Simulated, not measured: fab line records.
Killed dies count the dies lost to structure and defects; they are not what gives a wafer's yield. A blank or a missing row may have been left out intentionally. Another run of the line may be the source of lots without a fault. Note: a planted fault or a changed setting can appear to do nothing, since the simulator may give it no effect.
Which tool is to blame? || flow n5-finfet || at 1 step of a route of 1938, 10 lots with 30 wafers sampled

## WHAT THE GAUGES READ, wafer by wafer
N5_BEOL_M4_RC_MEAS_101.
{"lot": "L112", "measured": "day 8 12:00", "on": "prober-01", "DIBL_N (mV/V)": "34.8 35.9 33.8"}
{"lot": "L116", "measured": "day 9 04:26", "on": "prober-02", "DIBL_N (mV/V)": "36.4 35.6 36.7"}
{"lot": "L115", "measured": "day 9 07:43", "on": "prober-02", "DIBL_N (mV/V)": "35.4 34.4 36.6"}
{"lot": "L122", "measured": "day 10 17:42", "on": "prober-02", "DIBL_N (mV/V)": "37.6 37.4 33.8"}
{"lot": "L125", "measured": "day 11 17:20", "on": "prober-01", "DIBL_N (mV/V)": "37.1 37.1 37.4"}
{"lot": "L126", "measured": "day 11 17:46", "on": "prober-02", "DIBL_N (mV/V)": "36.0 37.8 35.8"}
{"lot": "L127", "measured": "day 12 09:48", "on": "prober-02", "DIBL_N (mV/V)": "37.3 36.2 36.7"}
{"lot": "L128", "measured": "day 12 13:02", "on": "prober-02", "DIBL_N (mV/V)": "35.2 36.1 35.1"}
{"lot": "L130", "measured": "day 12 19:22", "on": "prober-01", "DIBL_N (mV/V)": "35.7 33.7 36.3"}
{"lot": "L131", "measured": "day 13 00:59", "on": "prober-02", "DIBL_N (mV/V)": "36.6 35.3 35.5"}

## EACH LOT AND THE TOOL THAT RAN IT (in order: tool; ch and the chambers of the sampled wafers; start)
The record holds no process step before these readings.

## THE ANSWER, worked out from the rows above alone
Rule: the lots themselves supply what counts as usual. Put in order of their means at a reading, lots are off if they are a third of the lots or fewer, leave a main group of 4 or more, and stand apart from it by a gap of 3 or more times the standard deviation of the main group's means; of several such gaps the widest counts. If all means in a main group match to the digits the tables above print for the reading, that group is not used. A lot without any number at a reading at which 4 lots or more have one is off too. All remaining lots with rows at the step are treated as sound.
None of the lots is off at any reading shown; this tells nothing.

## WHAT THE SIMULATOR PUT IN
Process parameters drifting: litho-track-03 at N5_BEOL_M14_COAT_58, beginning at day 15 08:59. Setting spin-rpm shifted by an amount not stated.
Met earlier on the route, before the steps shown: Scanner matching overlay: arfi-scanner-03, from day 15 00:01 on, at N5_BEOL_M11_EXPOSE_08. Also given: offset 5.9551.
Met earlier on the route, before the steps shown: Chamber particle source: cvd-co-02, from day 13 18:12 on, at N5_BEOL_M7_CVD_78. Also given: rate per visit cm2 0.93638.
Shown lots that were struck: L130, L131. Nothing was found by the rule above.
